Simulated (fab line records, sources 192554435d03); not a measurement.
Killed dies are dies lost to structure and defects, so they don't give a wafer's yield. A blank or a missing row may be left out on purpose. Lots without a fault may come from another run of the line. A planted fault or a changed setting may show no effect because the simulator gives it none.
Split-lot experiment | flow n5_finfet | 7 lots, 21 wafers read, on a route of 1938 steps

THE SPLIT
At N5_BEOL_M5_ILD_DEP_00 (deposits SiCOH lowk from DEMS/porogen, target thk 140.64 nm, time 25.9 s), the setting time_s was moved away from the recipe's 25.9 s on 6 of the 21 wafers read, by -6.5% to +13.9%. The other wafers ran this setting at the recipe's value.

FROM THE SPLIT TO THE READING: what the file shows between them, 1 step
- N5_BEOL_M5_CURE_79: cures SiCOH lowk, time 240 s

THE READING
M5_ILD_THK, in nm, at N5_BEOL_M5_THK_MEAS_01. Fault-free wafers of this fab line usually give 121.1 nm, standard deviation 1.5 nm.

wafer  | tool, chamber at the split | time_s as run, s | against the recipe | M5_ILD_THK, nm | against lot-mates on the recipe
L074.1 | pecvd-02, 0                | 25.9             | recipe             | 121.4          | -
L074.2 | pecvd-02, 2                | 25.9             | recipe             | 120.0          | -
L074.3 | pecvd-02, 1                | 29.51            | +13.9%             | 136.7          | +16.0
L077.3 | pecvd-04, 2                | 25.9             | recipe             | 120.9          | -
L077.4 | pecvd-04, 1                | 25.9             | recipe             | 121.7          | -
L077.5 | pecvd-04, 2                | 25.9             | recipe             | 123.0          | -
L078.2 | pecvd-02, 2                | 28.69            | +10.8%             | 131.7          | no lot-mate on the recipe
L078.4 | pecvd-02, 1                | 28.69            | +10.8%             | 133.5          | no lot-mate on the recipe
L078.5 | pecvd-02, 2                | 28.69            | +10.8%             | 132.0          | no lot-mate on the recipe
L081.3 | pecvd-04, 0                | 25.9             | recipe             | 120.2          | -
L081.4 | pecvd-04, 1                | 25.9             | recipe             | 122.7          | -
L081.5 | pecvd-04, 0                | 25.9             | recipe             | 120.9          | -
L084.1 | pecvd-02, 2                | 25.9             | recipe             | 120.3          | -
L084.4 | pecvd-02, 2                | 25.9             | recipe             | 121.2          | -
L084.5 | pecvd-02, 1                | 25.9             | recipe             | 123.2          | -
L087.1 | pecvd-04, 2                | 25.9             | recipe             | 121.4          | -
L087.3 | pecvd-04, 1                | 25.9             | recipe             | 121.0          | -
L087.4 | pecvd-04, 2                | 25.9             | recipe             | 123.9          | -
L094.3 | pecvd-02, 2                | 24.21            | -6.5%              | 112.7          | -9.4
L094.4 | pecvd-02, 1                | 24.21            | -6.5%              | 114.5          | -7.6
L094.6 | pecvd-02, 2                | 25.9             | recipe             | 122.1          | -

THE FIT
A straight line over all 21 wafers: M5_ILD_THK changes by +1.07 nm for each +1% of time_s; r = +0.98; the points scatter about the line by 1.2 nm.
The same after taking each lot's own level away (the mean of its wafers on the recipe; 18 wafers): +1.2 nm for each +1%; r = +0.98; scatter 1.1 nm.
On that fit, the largest move of time_s shifts the reading by 17 nm.
The lots' own levels span 120.70 to 122.10 nm, that is 0.9 times the standard deviation above.
So the lot-to-lot level changes the slope: the two fits differ.
Check: with one of the wafers moved furthest among these (+13.9%) left out of the fit, the line predicts +18.2 nm for it against its lot-mates. It came out at +16 nm against them.

OTHER SPLITS ON THESE WAFERS
These wafers also went through other splits before the reading. Each is held against what the fit with the lots' levels taken away leaves over:
other split on the same wafers | wafers away from the commonest value | r with M5_ILD_THK (lot level and that fit taken away)
N5_BEOL_M4_ILD_DEP_00 time_s   | 6                                    | -0.24

THE WHOLE CHAIN: every reading that the file lists as answering this split, in the file's order
step                   | what it does                                                             | reading                                                                                  | change (the file's fit)              | r (the file's)
N5_BEOL_M5_ILD_DEP_00  | deposits SiCOH lowk from DEMS/porogen, target thk 140.64 nm, time 25.9 s | SiCOH_lowk_of_BEOL_M5_ILD_DEP_00.thk_nm (the simulator's own value, which no gauge read) | +1.35 nm for each +1% of the setting | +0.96
N5_BEOL_M5_CURE_79     | cures SiCOH lowk, time 240 s                                             | SiCOH_lowk_of_BEOL_M5_ILD_DEP_00.thk_nm (the simulator's own value, which no gauge read) | +1.17 nm for each +1% of the setting | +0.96
N5_BEOL_M5_THK_MEAS_01 |                                                                          | M5_ILD_THK                                                                               | +1.17 for each +1% of the setting    | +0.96

THE FILE'S OWN FIT
M5_ILD_THK changes by +1.17 nm for each +1% of time_s, r = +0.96.
